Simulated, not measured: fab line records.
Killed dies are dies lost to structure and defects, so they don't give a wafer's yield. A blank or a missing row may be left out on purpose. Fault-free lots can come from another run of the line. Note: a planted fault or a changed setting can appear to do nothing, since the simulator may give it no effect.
Matching of chambers + flow n5_finfet + ald_metal-03 running N5_BEOL_M9_ALD_74: 4 sister chambers
The step deposits TaN, target thk 2 nm, pulse time 2 s, purge time 3 s. 4 wafers are shown with their chamber, then 8 later ones without.

## WAFERS PAIRED WITH THEIR CHAMBERS
| wafer  | chamber | heater_power_w (W) |
|--------|---------|--------------------|
| L075.1 | 1       | 508                |
| L093.4 | 0       | 336                |
| L093.6 | 2       | 447                |
| L092.1 | 3       | 381                |

## WAFERS MISSING THEIR CHAMBER
| wafer  | heater_power_w (W) |
|--------|--------------------|
| L092.3 | 442                |
| L092.4 | 499                |
| L096.1 | 374                |
| L096.4 | 347                |
| L096.6 | 379                |
| L097.2 | 351                |
| L097.5 | 367                |
| L097.6 | 436                |

## WHICH CHAMBER EACH ONE RAN IN
| wafer  | from the rows above     | in truth |
|--------|-------------------------|----------|
| L092.3 | 2                       | 2        |
| L092.4 | 1                       | 1        |
| L096.1 | 3                       | 3        |
| L096.4 | 0                       | 0        |
| L096.6 | 3                       | 3        |
| L097.2 | can't be placed: 0 or 3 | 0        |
| L097.5 | can't be placed: 3 or 0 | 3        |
| L097.6 | 2                       | 2        |
Correct placement for 6 of the 8. Unplaceable from these rows: 2, with the true chamber sitting among the candidates in 2. Placed wrongly: 0.
How it was worked out, from the rows above alone: a wafer's distance from a chamber is the root of the sum, over the readings, of the square of ((its reading less the chamber's mean) divided by the reading's scatter). The wafer belongs to the nearest chamber; if the next one is less than 2 further off, it can't be placed. A chamber's mean is the mean of its shown wafers. The scatter: with one shown wafer a chamber, the root of the mean of the squares of how far each hidden wafer lies from its nearest shown one.
